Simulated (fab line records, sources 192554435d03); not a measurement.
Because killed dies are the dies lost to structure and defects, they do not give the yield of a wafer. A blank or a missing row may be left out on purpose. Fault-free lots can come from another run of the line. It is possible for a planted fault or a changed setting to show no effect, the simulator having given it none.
fab line records	flow n5_finfet
record lots=7	wafers=21
route steps=1938 shown BEOL_M0_SAQP@683 BEOL_M1@758 BEOL_M2@870 BEOL_M3@934 BEOL_M4@1028 BEOL_M5@1129 BEOL_M6@1198
start_h: start of the lot's first displayed wafer, in hours after the record's first day	wait_h: time in hours since the lot's previous step	" the same as in the row above	L1.1+2: several wafers, shown together as one row	- no value, or no start given	* or withheld: withheld	< > ~ a bound
route shown NAME@n: NAME is a module with steps in the file, n the number in the route of the first one	usual: mean/standard deviation taken from wafers without a fault	same: alike in all rows	chamber/n: place in a boat	sites: the reading at each site	_std_site: the standard deviation of these	_edge_site: mean of outer sites minus mean of inner sites	radius_mm: how far each site lies from the wafer's centre	mask NAME#n: copy n	behind: the tool/chamber that last shaped the wafer	hold: the reason the lot was held/the length of the hold in hours/how it ended	device: whichever transistor did not switch (one of n, p or np)	end of line: at the end of the route, the tests of the same wafers	for a step that has no rows: nothing shown but its recipe	killed: count of dies lost to structure and defects at first sort (not the wafer's yield)	map: a wafer's dies, x killed, . not, _ none there
set.NAME: the setting as run; set.NAME@STEP: as run at that earlier step	model.NAME: the simulator's own value behind a step, which no gauge read
lots run with intentionally changed settings; tables by step, rows by wafer
## steps
# step N5_BEOL_M0_SAQP_COAT_34
# recipe resist=CAR-EUV	spin_rpm=1500	resist_thk_nm=30
lot.wafer	tool	chamber	start_h	wait_h	set.spin_rpm	model.CAR-EUV_of_BEOL_M0_SAQP_COAT_34.thk_nm
L074.2	litho_track-02	0	-	-	1500	30.2
L074.3+5	"	0	"	"	1500	30
L080.2+6	litho_track-04	0	-	-	1500	29.8
L080.5	"	0	"	"	1556	29.2
L082.1+2+5	litho_track-02	0	-	-	1500	29.8
L084.1+2	litho_track-02	0	-	-	1500	30
L084.3	"	0	"	"	1591	29.2
L087.1+6	litho_track-03	0	-	-	1500	30
L087.3	"	0	"	"	1500	29.8
L089.1+6	litho_track-02	0	-	-	1500	30
L089.4	"	0	"	"	1364	31.4
L092.1+4	litho_track-03	0	-	-	1406	30.8
L092.2	"	0	"	"	1500	29.8
# step N5_BEOL_M0_SAQP_EBR_36
# recipe solvent=PGMEA	ebr_width_mm=1.5
# step N5_BEOL_M0_SAQP_SOFTBAKE_35
# recipe temp_c=110	time_s=60	resist=CAR-EUV
# step N5_BEOL_M0_SAQP_DESCUM_45
# recipe chemistry=O2	time_s=7	source_power_w=50	bias_power_w=20	pressure_mtorr=20	rf_frequency_hz=2.712e+07	temp_c=40	resist=CAR-EUV	o2_flow_sccm=225
lot.wafer	tool	chamber	start_h	wait_h	set.spin_rpm@BEOL_M0_SAQP_COAT_34	model.CAR-EUV_of_BEOL_M0_SAQP_COAT_34.thk_nm
L074.2+5	rie_diel-02	3	109.98	0.0	1500	26.2
L074.3	"	0	"	"	1500	26
L080.2	rie_diel-02	3	153.10	0.0	1500	26
L080.5	"	1	"	"	1556	25.4
L080.6	"	0	"	"	1500	25.8
L082.1+5	rie_diel-04	0,2	160.59	0.0	1500	26
L082.2	"	1	"	"	1500	25.8
L084.1+2	rie_diel-06	0,2	169.17	0.1	1500	26
L084.3	"	1	"	"	1591	25.2
L087.1+6	rie_diel-02	3,1	200.43	0.0	1500	26
L087.3	"	1	"	"	1500	25.8
L089.1+6	rie_diel-04	0,3	206.46	0.0	1500	26
L089.4	"	1	"	"	1364	27.4
L092.1	rie_diel-04	0	218.65	0.2	1406	27
L092.2	"	3	"	"	1500	26
L092.4	"	2	"	"	1406	26.8
# step N5_BEOL_M1_COAT_05
# recipe resist=CAR-EUV	spin_rpm=1500	resist_thk_nm=30
lot.wafer	tool	chamber	start_h	wait_h	set.spin_rpm	model.CAR-EUV_of_BEOL_M1_COAT_05.thk_nm
L074.2	litho_track-05	0	-	-	1500	29.8
L074.3+5	"	0	"	"	1500	30
L080.2+5	litho_track-03	0	-	-	1368	31.4
L080.6	"	0	"	"	1500	30
L082.1+2+5	litho_track-05	0	-	-	1500	29.8
L084.1	litho_track-05	0	-	-	1595	29
L084.2	"	0	"	"	1500	30
L084.3	"	0	"	"	1595	29.2
L087.1+6	litho_track-05	0	-	-	1500	30
L087.3	"	0	"	"	1571	29.4
L089.1	litho_track-04	0	-	-	1500	30
L089.4	"	0	"	"	1500	29.8
L089.6	"	0	"	"	1577	29
L092.1+4	litho_track-04	0	-	-	1409	30.8
L092.2	"	0	"	"	1500	30
# step N5_BEOL_M1_EXPOSE_08
# recipe mask_id=M1	na=0.33	source_shape=dipole	sigma_inner=0.369	sigma_outer=0.767	polarization=unpolarized	dose_mj=33
lot.wafer	tool	chamber	start_h	wait_h	mask	set.dose_mj
L074.2	euv_scanner-01	0	121.29	-	M1#0	33.65
L074.3+5	"	0	"	"	M1#0	33
L080.2+5+6	euv_scanner-02	0	159.76	-	M1#0	33
L082.1+2+5	euv_scanner-01	0	169.32	-	M1#0	33
L084.1+2+3	euv_scanner-01	0	185.30	-	M1#0	33
L087.1+3	euv_scanner-02	0	209.15	-	M1#0	33
L087.6	"	0	"	"	M1#0	34.33
L089.1+4	euv_scanner-02	0	219.23	-	M1#0	31.21
L089.6	"	0	"	"	M1#0	33
L092.1+2+4	euv_scanner-01	0	228.39	-	M1#0	33
# step N5_BEOL_M1_PEB_09
# recipe peb_temp_c=100	peb_time_s=60	resist=CAR-EUV
# step N5_BEOL_M1_DEVELOP_10
# recipe develop_time_s=30	developer=TMAH	resist=CAR-EUV	rinse_liquid=surfactant_rinse	dry=air_spin	dev_temp_c=23
lot.wafer	tool	chamber	start_h	wait_h	set.spin_rpm@BEOL_M1_COAT_05	model.CAR-EUV_of_BEOL_M1_COAT_05.thk_nm
L074.2+3+5	litho_track-05	0	-	-	1500	29.4
L080.2+5	litho_track-03	0	-	-	1368	31
L080.6	"	0	"	"	1500	29.6
L082.1+2+5	litho_track-04	0	-	-	1500	29.4
L084.1+3	litho_track-04	0	-	-	1595	28.6
L084.2	"	0	"	"	1500	29.6
L087.1+6	litho_track-05	0	-	-	1500	29.6
L087.3	"	0	"	"	1571	28.8
L089.1+4	litho_track-04	0	-	-	1500	29.4
L089.6	"	0	"	"	1577	28.6
L092.1+4	litho_track-04	0	-	-	1409	30.4
L092.2	"	0	"	"	1500	29.4
# step N5_BEOL_M1_DESCUM_16
# recipe chemistry=O2	time_s=7	source_power_w=50	bias_power_w=20	pressure_mtorr=20	rf_frequency_hz=2.712e+07	temp_c=40	resist=CAR-EUV	o2_flow_sccm=225
lot.wafer	tool	chamber	start_h	wait_h	set.spin_rpm@BEOL_M1_COAT_05	model.CAR-EUV_of_BEOL_M1_COAT_05.thk_nm
L074.2	rie_diel-04	2	121.75	0.3	1500	25.8
L074.3+5	"	3,0	"	"	1500	26
L080.2	rie_diel-02	2	160.00	0.0	1368	27.4
L080.5	"	1	"	"	1368	27.6
L080.6	"	0	"	"	1500	26
L082.1+2	rie_diel-06	0,1	169.57	0.0	1500	26
L082.5	"	1	"	"	1500	25.8
L084.1+3	rie_diel-06	3,2	185.55	0.0	1595	25.2
L084.2	"	1	"	"	1500	26.2
L087.1	rie_diel-02	1	209.54	0.2	1500	26.2
L087.3	"	0	"	"	1571	25.2
L087.6	"	0	"	"	1500	26
L089.1+4	rie_diel-06	3,1	219.54	0.1	1500	26
L089.6	"	2	"	"	1577	25.2
L092.1+4	rie_diel-02	1,2	228.75	0.2	1409	27
L092.2	"	0	"	"	1500	25.8
# step N5_BEOL_M1_ETCH_74
# recipe chemistry=N2/H2	target=underlayer	target_depth_a=65	mask_material=CAR-EUV	time_s=5.2	ion_energy_ev=200	pressure_mtorr=30	source_w=840	bias_w=150	n2_flow_sccm=200	h2_flow_sccm=200	ends=cleared
lot.wafer	tool	chamber	start_h	wait_h	set.spin_rpm@BEOL_M1_COAT_05	model.CAR-EUV_of_BEOL_M1_COAT_05.thk_nm
L074.2	rie_diel-04	2	121.78	0.0	1500	20
L074.3+5	"	3,0	"	"	1500	20.2
L080.2	rie_diel-02	2	160.04	0.0	1368	21.8
L080.5	"	1	"	"	1368	22
L080.6	"	0	"	"	1500	20.2
L082.1+2+5	rie_diel-06	0,1,1	169.61	0.0	1500	20.2
L084.1+3	rie_diel-06	3,2	185.58	0.0	1595	19.4
L084.2	"	1	"	"	1500	20.4
L087.1	rie_diel-02	1	209.57	0.0	1500	20.4
L087.3	"	0	"	"	1571	19.4
L087.6	"	0	"	"	1500	20.2
L089.1+4	rie_diel-06	3,1	219.57	0.0	1500	20.2
L089.6	"	2	"	"	1577	19.4
L092.1+4	rie_diel-02	1,2	228.79	0.0	1409	21.2
L092.2	"	0	"	"	1500	20.2
# step N5_BEOL_M2_COAT_22
# recipe resist=CAR-EUV	spin_rpm=1500	resist_thk_nm=30
lot.wafer	tool	chamber	start_h	wait_h	set.spin_rpm	model.CAR-EUV_of_BEOL_M2_COAT_22.thk_nm
L074.2	litho_track-02	0	-	-	1500	30
L074.3	"	0	"	"	1500	30.2
L074.5	"	0	"	"	1380	31.4
L080.2+5	litho_track-02	0	-	-	1500	30
L080.6	"	0	"	"	1500	29.8
L082.1+2+5	litho_track-02	0	-	-	1500	30.2
L084.1+2+3	litho_track-02	0	-	-	1500	30
L087.1	litho_track-02	0	-	-	1500	30
L087.3	"	0	"	"	1628	28.8
L087.6	"	0	"	"	1628	28.6
L089.1	litho_track-01	0	-	-	1500	29.8
L089.4+6	"	0	"	"	1500	30
L092.1	litho_track-04	0	-	-	1594	29
L092.2	"	0	"	"	1594	29.2
L092.4	"	0	"	"	1500	29.8
# step N5_BEOL_M3_HM_DEP_02
# recipe material=TiN	target_thk_a=200	temp_c=25	chamber_pressure_pa=0.49996
lot.wafer	tool	chamber	start_h	wait_h	set.target_thk_a	model.TiN_of_BEOL_M3_HM_DEP_02.thk_nm
L074.2+5	pvd_sputter-03	-	146.45	2.3	200	19.8
L074.3	"	-	"	"	200	19.6
L080.2	pvd_sputter-01	-	181.73	0.4	200	20
L080.5	"	-	"	"	176.8	17.6
L080.6	"	-	"	"	200	20.2
L082.1+2+5	pvd_sputter-01	-	200.20	0.7	200	19.8
L084.1	pvd_sputter-02	-	205.45	0.7	200	19.8
L084.2	"	-	"	"	200	20.2
L084.3	"	-	"	"	184.7	18.6
L087.1+3	pvd_sputter-01	-	230.11	0.8	200	20
L087.6	"	-	"	"	213.7	21.2
L089.1	pvd_sputter-03	-	246.97	0.7	200	20.2
L089.4	"	-	"	"	200	19.8
L089.6	"	-	"	"	219.7	22.2
L092.1	pvd_sputter-02	-	253.56	0.2	191.8	19.6
L092.2	"	-	"	"	200	20.2
L092.4	"	-	"	"	191.8	19.4
# step N5_BEOL_M3_COAT_73
# recipe resist=underlayer	temp_c=205	time_s=60	spin_rpm=1500	resist_thk_nm=5
lot.wafer	tool	chamber	start_h	wait_h	set.temp_c
L074.2+5	litho_track-03	0	-	-	205
L074.3	"	0	"	"	201.8
L080.2	litho_track-03	0	-	-	205
L080.5+6	"	0	"	"	199.1
L082.1+2+5	litho_track-05	0	-	-	205
L084.1	litho_track-01	0	-	-	205
L084.2+3	"	0	"	"	208.9
L087.1	litho_track-01	0	-	-	210.2
L087.3+6	"	0	"	"	205
L089.1	litho_track-03	0	-	-	213.2
L089.4+6	"	0	"	"	205
L092.1+4	litho_track-03	0	-	-	205
L092.2	"	0	"	"	196.9
# step N5_BEOL_M3_COAT_05
# recipe resist=CAR-EUV	spin_rpm=1500	resist_thk_nm=30
# step N5_BEOL_M3_EBR_07
# recipe solvent=PGMEA	ebr_width_mm=1.5
# step N5_BEOL_M3_STRIP_75
# recipe chemistry=N2/H2	temp_c=40	n2_flow_sccm=200	h2_flow_sccm=200	rf_frequency_hz=6e+07
# step N5_BEOL_M3_STRIP_66
# recipe chemistry=CF4	resist=SiARC	power_w=300	bias_power_w=75	pressure_mtorr=50	cf4_flow_sccm=150	rf_frequency_hz=6e+07
# step N5_BEOL_M3_HM_OPEN_17
# recipe chemistry=Cl2/BCl3	target_depth_a=200	overetch_a=60	target=TiN	mask_material=SOC	ion_energy_ev=150	pressure_mtorr=10	icp_w=1000	bias_w=126	Cl2_flow_sccm=53.25	bcl3_flow_sccm=21.75	Ar_flow_sccm=25
lot.wafer	tool	chamber	start_h	wait_h	set.target_thk_a@BEOL_M3_HM_DEP_02	model.etch.depth_nm
L074.2	rie_metal-03	1	147.21	0.0	200	19.77
L074.3	"	0	"	"	200	19.68
L074.5	"	1	"	"	200	19.85
L080.2	rie_metal-02	0	182.61	0.0	200	20.04
L080.5	"	0	"	"	176.8	17.62
L080.6	"	1	"	"	200	20.1
L082.1	rie_metal-01	0	201.09	0.0	200	19.8
L082.2	"	1	"	"	200	19.79
L082.5	"	0	"	"	200	19.82
L084.1	rie_metal-01	0	206.27	0.0	200	19.88
L084.2	"	1	"	"	200	20.25
L084.3	"	1	"	"	184.7	18.61
L087.1	rie_metal-03	0	231.09	0.0	200	19.94
L087.3	"	0	"	"	200	20.06
L087.6	"	1	"	"	213.7	21.24
L089.1	rie_metal-03	1	247.85	0.0	200	20.16
L089.4	"	1	"	"	200	19.84
L089.6	"	0	"	"	219.7	22.13
L092.1	rie_metal-02	1	254.44	0.0	191.8	19.53
L092.2	"	0	"	"	200	20.13
L092.4	"	0	"	"	191.8	19.43
# step N5_BEOL_M4_COAT_05
# recipe resist=CAR-EUV	spin_rpm=1500	resist_thk_nm=30
lot.wafer	tool	chamber	start_h	wait_h	set.spin_rpm	model.CAR-EUV_of_BEOL_M4_COAT_05.thk_nm
L074.2+3+5	litho_track-02	0	-	-	1545	29.6
L080.2	litho_track-02	0	-	-	1500	30
L080.5	"	0	"	"	1500	30.2
L080.6	"	0	"	"	1634	28.8
L082.1+2+5	litho_track-02	0	-	-	1500	30
L084.1+2+3	litho_track-03	0	-	-	1500	30
L087.1	litho_track-02	0	-	-	1500	30.2
L087.3	"	0	"	"	1588	29.2
L087.6	"	0	"	"	1500	30
L089.1+4	litho_track-03	0	-	-	1500	30
L089.6	"	0	"	"	1500	29.8
L092.1	litho_track-04	0	-	-	1500	30
L092.2+4	"	0	"	"	1387	31.2
# step N5_BEOL_M4_ETCH_64
# recipe chemistry=N2/H2	target=SOC	target_depth_a=750	overetch_a=225	mask_material=SiARC	temp_c=40	time_s=121.9	ion_energy_ev=200	pressure_mtorr=30	source_w=840	bias_w=150	n2_flow_sccm=200	h2_flow_sccm=200
# usual rf_vpp_V=524.4/2.7
lot.wafer	tool	chamber	start_h	wait_h	set.bias_w	rf_vpp_V	model.SiARC_of_BEOL_M4_COAT_62.thk_nm
L074.2	rie_diel-05	3	155.57	0.0	150	527.0	6.2
L074.3	"	1	"	"	150	523.9	6.8
L074.5	"	1	"	"	150	524.2	6.8
L080.2	rie_diel-05	0	193.94	0.0	150	523.1	6.8
L080.5	"	1	"	"	150	523.5	6.8
L080.6	"	2	"	"	150	520.6	6.4
L082.1	rie_diel-03	1	212.88	0.0	150	523.0	6.2
L082.2	"	0	"	"	150	529.4	6.4
L082.5	"	2	"	"	150	523.2	6.4
L084.1	rie_diel-03	0	218.05	0.0	127.4	476.3	7.6
L084.2	"	1	"	"	127.4	471.1	7.4
L084.3	"	2	"	"	150	522.6	6.4
L087.1	rie_diel-03	1	244.42	0.0	150	522.8	6.2
L087.3	"	0	"	"	130.8	483.8	7.4
L087.6	"	3	"	"	130.8	477.4	7.2
L089.1	rie_diel-05	3	264.77	0.0	150	526.5	6.2
L089.4	"	1	"	"	150	522.1	6.8
L089.6	"	3	"	"	150	526.9	6.2
L092.1	rie_diel-03	2	277.08	0.0	150	523.2	6.4
L092.2	"	1	"	"	150	522.0	6.2
L092.4	"	0	"	"	126.3	472.6	7.8
# step N5_BEOL_M4_COAT_76
# recipe resist=underlayer	temp_c=205	time_s=60	spin_rpm=1500	resist_thk_nm=5
lot.wafer	tool	chamber	start_h	wait_h	set.spin_rpm
L074.2+3+5	litho_track-02	0	-	-	1500
L080.2	litho_track-04	0	-	-	1554
L080.5+6	"	0	"	"	1500
L082.1+2+5	litho_track-03	0	-	-	1500
L084.1+3	litho_track-03	0	-	-	1434
L084.2	"	0	"	"	1500
L087.1+3+6	litho_track-02	0	-	-	1500
L089.1	litho_track-04	0	-	-	1661
L089.4+6	"	0	"	"	1500
L092.1	litho_track-04	0	-	-	1500
L092.2+4	"	0	"	"	1384
# step N5_BEOL_M4_COAT_22
# recipe resist=CAR-EUV	spin_rpm=1500	resist_thk_nm=30
# step N5_BEOL_M4_EBR_24
# recipe solvent=PGMEA	ebr_width_mm=1.5
# step N5_BEOL_M4_DESCUM_33
# recipe chemistry=O2	time_s=7	source_power_w=50	bias_power_w=20	pressure_mtorr=20	rf_frequency_hz=2.712e+07	temp_c=40	resist=CAR-EUV	o2_flow_sccm=225
# step N5_BEOL_M4_ETCH_77
# recipe chemistry=N2/H2	target=underlayer	target_depth_a=65	mask_material=CAR-EUV	time_s=5.2	ion_energy_ev=200	pressure_mtorr=30	source_w=840	bias_w=150	n2_flow_sccm=200	h2_flow_sccm=200	ends=cleared
lot.wafer	tool	chamber	start_h	wait_h	set.spin_rpm@BEOL_M4_COAT_76	model.etch.depth_nm
L074.2	rie_diel-05	0	156.49	0.0	1500	5.004
L074.3	"	3	"	"	1500	4.994
L074.5	"	3	"	"	1500	4.987
L080.2	rie_diel-01	1	195.25	0.0	1554	4.901
L080.5	"	1	"	"	1500	4.991
L080.6	"	0	"	"	1500	4.997
L082.1	rie_diel-01	1	214.06	0.0	1500	4.98
L082.2	"	2	"	"	1500	4.986
L082.5	"	2	"	"	1500	4.978
L084.1	rie_diel-05	1	219.03	0.0	1434	5.104
L084.2	"	2	"	"	1500	4.988
L084.3	"	0	"	"	1434	5.113
L087.1	rie_diel-05	0	245.47	0.0	1500	4.96
L087.3+6	"	3,1	"	"	1500	4.977
L089.1	rie_diel-03	3	265.61	0.0	1661	4.768
L089.4	"	1	"	"	1500	4.985
L089.6	"	3	"	"	1500	5.004
L092.1	rie_diel-05	1	278.05	0.0	1500	4.996
L092.2	"	0	"	"	1384	5.203
L092.4	"	2	"	"	1384	5.208
# step N5_BEOL_M5_DESCUM_16
# recipe chemistry=O2	time_s=7	source_power_w=50	bias_power_w=20	pressure_mtorr=20	rf_frequency_hz=2.712e+07	temp_c=40	resist=CAR-EUV	o2_flow_sccm=225
lot.wafer	tool	chamber	start_h	wait_h	set.time_s	model.CAR-EUV_of_BEOL_M5_COAT_05.thk_nm
L074.2	rie_diel-06	3	170.05	0.1	7.574	25.6
L074.3	"	1	"	"	7.574	25.8
L074.5	"	0	"	"	7	26
L080.2+6	rie_diel-04	0,1	204.12	0.0	7	26
L080.5	"	0	"	"	8.281	25.4
L082.1+2+5	rie_diel-04	3,0,1	225.43	0.0	7	26.2
L084.1+2+3	rie_diel-04	3,0,1	228.87	0.2	7	26.2
L087.1+3	rie_diel-06	2,3	253.30	0.0	7.902	25.4
L087.6	"	1	"	"	7	26
L089.1+4+6	rie_diel-04	0,3,1	277.61	0.0	5.518	26.8
L092.1+4	rie_diel-06	2,1	289.80	0.2	7	26.2
L092.2	"	3	"	"	5.594	26.8
# step N5_BEOL_M5_ETCH_62
# recipe chemistry=N2/H2	target=SOC	target_depth_a=750	overetch_a=150	mask_material=SiARC	temp_c=40	time_s=112.5	ion_energy_ev=200	pressure_mtorr=30	source_w=840	bias_w=150	n2_flow_sccm=200	h2_flow_sccm=200
# usual rf_vpp_V=523.9/2.5
lot.wafer	tool	chamber	start_h	wait_h	set.source_w	rf_vpp_V
L074.2	rie_diel-06	3	170.13	0.0	840	520.9
L074.3	"	1	"	"	745.4	546.7
L074.5	"	0	"	"	745.4	547.8
L080.2	rie_diel-04	0	204.20	0.0	840	526.3
L080.5	"	0	"	"	840	526.7
L080.6	"	1	"	"	742.3	547.1
L082.1	rie_diel-04	3	225.51	0.0	840	518.8
L082.2	"	0	"	"	840	526.3
L082.5	"	1	"	"	840	526.5
L084.1	rie_diel-04	3	228.95	0.0	840	519.8
L084.2	"	0	"	"	840	526.1
L084.3	"	1	"	"	696.3	560.1
L087.1	rie_diel-06	2	253.38	0.0	878.2	514.8
L087.3	"	3	"	"	840	521.5
L087.6	"	1	"	"	840	523.2
L089.1	rie_diel-04	0	277.69	0.0	840	525.7
L089.4	"	3	"	"	724.6	554.8
L089.6	"	1	"	"	840	524.6
L092.1	rie_diel-06	2	289.88	0.0	840	519.7
L092.2	"	3	"	"	840	519.3
L092.4	"	1	"	"	840	524.9
# step N5_BEOL_M6_HM_DEP_02
# recipe material=TiN	target_thk_a=200	temp_c=25	chamber_pressure_pa=0.49996
lot.wafer	tool	chamber	start_h	wait_h	set.target_thk_a	model.TiN_of_BEOL_M6_HM_DEP_02.thk_nm
L074.2+5	pvd_sputter-02	-	185.65	1.0	188.7	18.8
L074.3	"	-	"	"	200	20.2
L080.2	pvd_sputter-01	-	213.73	0.1	200	19.6
L080.5	"	-	"	"	211.3	21.2
L080.6	"	-	"	"	211.3	20.8
L082.1	pvd_sputter-01	-	237.54	2.2	200	20
L082.2	"	-	"	"	200	20.4
L082.5	"	-	"	"	200	20.2
L084.1	pvd_sputter-03	-	240.38	0.9	188.9	19.2
L084.2	"	-	"	"	200	20
L084.3	"	-	"	"	188.9	19.4
L087.1+3	pvd_sputter-02	-	271.26	0.6	200	20
L087.6	"	-	"	"	200	19.8
L089.1	pvd_sputter-03	-	289.67	0.5	191.7	19.6
L089.4	"	-	"	"	200	20.4
L089.6	"	-	"	"	200	20.2
L092.1	pvd_sputter-02	-	308.24	0.3	200	19.8
L092.2	"	-	"	"	190	19.2
L092.4	"	-	"	"	200	19.6
## key
split step=N5_BEOL_M0_SAQP_COAT_34	setting=spin_rpm	stated=1500	by=wafer
response step=N5_BEOL_M0_SAQP_COAT_34	reading=model.CAR-EUV_of_BEOL_M0_SAQP_COAT_34.thk_nm	change=-0.151	per=1%	r=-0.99
response step=N5_BEOL_M0_SAQP_DESCUM_45	reading=model.CAR-EUV_of_BEOL_M0_SAQP_COAT_34.thk_nm	change=-0.145	per=1%	r=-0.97
split step=N5_BEOL_M1_COAT_05	setting=spin_rpm	stated=1500	by=wafer
response step=N5_BEOL_M1_COAT_05	reading=model.CAR-EUV_of_BEOL_M1_COAT_05.thk_nm	change=-0.149	per=1%	r=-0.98
response step=N5_BEOL_M1_DEVELOP_10	reading=model.CAR-EUV_of_BEOL_M1_COAT_05.thk_nm	change=-0.161	per=1%	r=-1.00
response step=N5_BEOL_M1_DESCUM_16	reading=model.CAR-EUV_of_BEOL_M1_COAT_05.thk_nm	change=-0.173	per=1%	r=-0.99
response step=N5_BEOL_M1_ETCH_74	reading=model.CAR-EUV_of_BEOL_M1_COAT_05.thk_nm	change=-0.176	per=1%	r=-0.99
split step=N5_BEOL_M1_EXPOSE_08	setting=dose_mj	stated=33	by=wafer
response none clear
split step=N5_BEOL_M2_COAT_22	setting=spin_rpm	stated=1500	by=wafer
response step=N5_BEOL_M2_COAT_22	reading=model.CAR-EUV_of_BEOL_M2_COAT_22.thk_nm	change=-0.147	per=1%	r=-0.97
split step=N5_BEOL_M3_HM_DEP_02	setting=target_thk_a	stated=200	by=wafer
response step=N5_BEOL_M3_HM_DEP_02	reading=model.TiN_of_BEOL_M3_HM_DEP_02.thk_nm	change=+0.205	per=1%	r=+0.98
response step=N5_BEOL_M3_HM_OPEN_17	reading=model.etch.depth_nm	change=+0.203	per=1%	r=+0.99
split step=N5_BEOL_M3_COAT_73	setting=temp_c	stated=205	by=wafer
response none clear
split step=N5_BEOL_M4_COAT_05	setting=spin_rpm	stated=1500	by=wafer
response step=N5_BEOL_M4_COAT_05	reading=model.CAR-EUV_of_BEOL_M4_COAT_05.thk_nm	change=-0.152	per=1%	r=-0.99
split step=N5_BEOL_M4_ETCH_64	setting=bias_w	stated=150	by=wafer
response step=N5_BEOL_M4_ETCH_64	reading=rf_vpp_V	change=+3.23	per=1%	r=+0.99
response step=N5_BEOL_M4_ETCH_64	reading=model.SiARC_of_BEOL_M4_COAT_62.thk_nm	change=-0.0849	per=1%	r=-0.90
split step=N5_BEOL_M4_COAT_76	setting=spin_rpm	stated=1500	by=wafer
response step=N5_BEOL_M4_ETCH_77	reading=model.etch.depth_nm	change=-0.0237	per=1%	r=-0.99
split step=N5_BEOL_M5_DESCUM_16	setting=time_s	stated=7	by=wafer
response step=N5_BEOL_M5_DESCUM_16	reading=model.CAR-EUV_of_BEOL_M5_COAT_05.thk_nm	change=-0.0342	per=1%	r=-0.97
split step=N5_BEOL_M5_ETCH_62	setting=source_w	stated=840	by=wafer
response step=N5_BEOL_M5_ETCH_62	reading=rf_vpp_V	change=-2.11	per=1%	r=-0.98
split step=N5_BEOL_M6_HM_DEP_02	setting=target_thk_a	stated=200	by=wafer
response step=N5_BEOL_M6_HM_DEP_02	reading=model.TiN_of_BEOL_M6_HM_DEP_02.thk_nm	change=+0.183	per=1%	r=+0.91
